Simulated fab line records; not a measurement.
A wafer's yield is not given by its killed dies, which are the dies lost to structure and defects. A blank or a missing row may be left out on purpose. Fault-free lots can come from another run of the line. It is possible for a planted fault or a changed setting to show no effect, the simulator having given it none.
Which tool did it?    flow nandHarc    6 lots, 18 wafers sampled, at 1 step of a route of 1302

== WHAT THE GAUGES READ, wafer by wafer ==
NHARC_A_BLC_INSPECT_12.
lot   measured      on                rawDefectCount
L774  day 22 23:37  defectInspect-01  59 45 45
L775  day 23 17:31  defectInspect-02  71 74 79
L784  day 27 11:04  defectInspect-01  107 85 74
L791  day 30 17:01  defectInspect-01  119 122 104
L794  day 31 08:23  defectInspect-02  92 76 81
L795  day 32 06:39  defectInspect-01  84 83 76

== WHICH TOOL RAN EACH LOT (tool, then ch and the chambers of the sampled wafers, then the start) ==
No process step before these readings appears in the record.

== THE ANSWER, worked out from the rows above alone ==
Rule: what is usual is taken from the lots themselves. Put in order of their means at a reading, lots are off if they are a third of the lots or fewer, leave a main group of 4 or more, and stand apart from it by a gap of 3 or more times the standard deviation of the main group's means; of several such gaps the widest counts. The tables above print the reading to a certain number of digits; a main group whose means all agree to those digits is not used. Also off: a lot with no number at a reading for which 4 or more lots have one. All remaining lots with rows at the step are treated as sound.
Across all readings shown, no lot is off: no conclusion can be drawn from this.

== WHAT THE SIMULATOR PUT IN ==
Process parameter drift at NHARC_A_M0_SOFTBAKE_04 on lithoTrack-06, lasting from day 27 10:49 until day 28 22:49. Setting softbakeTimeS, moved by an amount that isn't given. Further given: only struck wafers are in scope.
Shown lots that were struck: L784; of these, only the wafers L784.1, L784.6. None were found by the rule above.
